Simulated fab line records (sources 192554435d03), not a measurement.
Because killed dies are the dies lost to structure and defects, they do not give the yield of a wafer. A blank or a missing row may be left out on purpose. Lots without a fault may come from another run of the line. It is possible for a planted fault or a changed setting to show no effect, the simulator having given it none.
Chamber matching -- flow n5-finfet -- N5_BEOL_M3_PRE_CLEAN_60 on cvd-co-01 has 3 sister chambers
The step time 15 s. 14 wafers are shown with their chamber, then 6 later ones without.

## EACH WAFER AND ITS CHAMBER
wafer,chamber,heater-power-w (W)
L788.2,0,102
L788.3,1,66
L788.6,2,85
L787.3,2,84
L787.5,2,88
L787.6,1,66
L791.4,1,67
L791.5,0,104
L791.6,2,85
L793.1,1,66
L793.3,0,105
L793.6,1,67
L792.2,1,68
L792.3,0,103

SIGNATURES, as means of the wafers listed above
reading,chamber 0,chamber 1,chamber 2,scatter within a chamber
heater-power-w,103.50,66.67,85.50,1.26
Rule: a wafer's distance from a chamber is the root of the sum, over the readings, of the square of ((its reading less the chamber's mean) divided by the reading's scatter). The wafer belongs to the nearest chamber; if the next one is less than 2 further off, it can't be placed. The scatter: take each reading less its chamber's mean, square it, sum over the shown wafers, divide by the number of wafers less the number of chambers, and take the root.

## WAFERS WHOSE CHAMBER IS MISSING
wafer,heater-power-w (W)
L792.4,86
L802.4,88
L802.6,65
L800.1,68
L800.4,102
L800.6,86

## THE CHAMBER EACH PASSED THROUGH
wafer,from the rows above,in truth
L792.4,2,2
L802.4,2,2
L802.6,1,1
L800.1,1,1
L800.4,0,0
L800.6,2,2
Placed correctly: 6 of 6. From these rows, 0 cannot be placed. 0 placed wrongly.
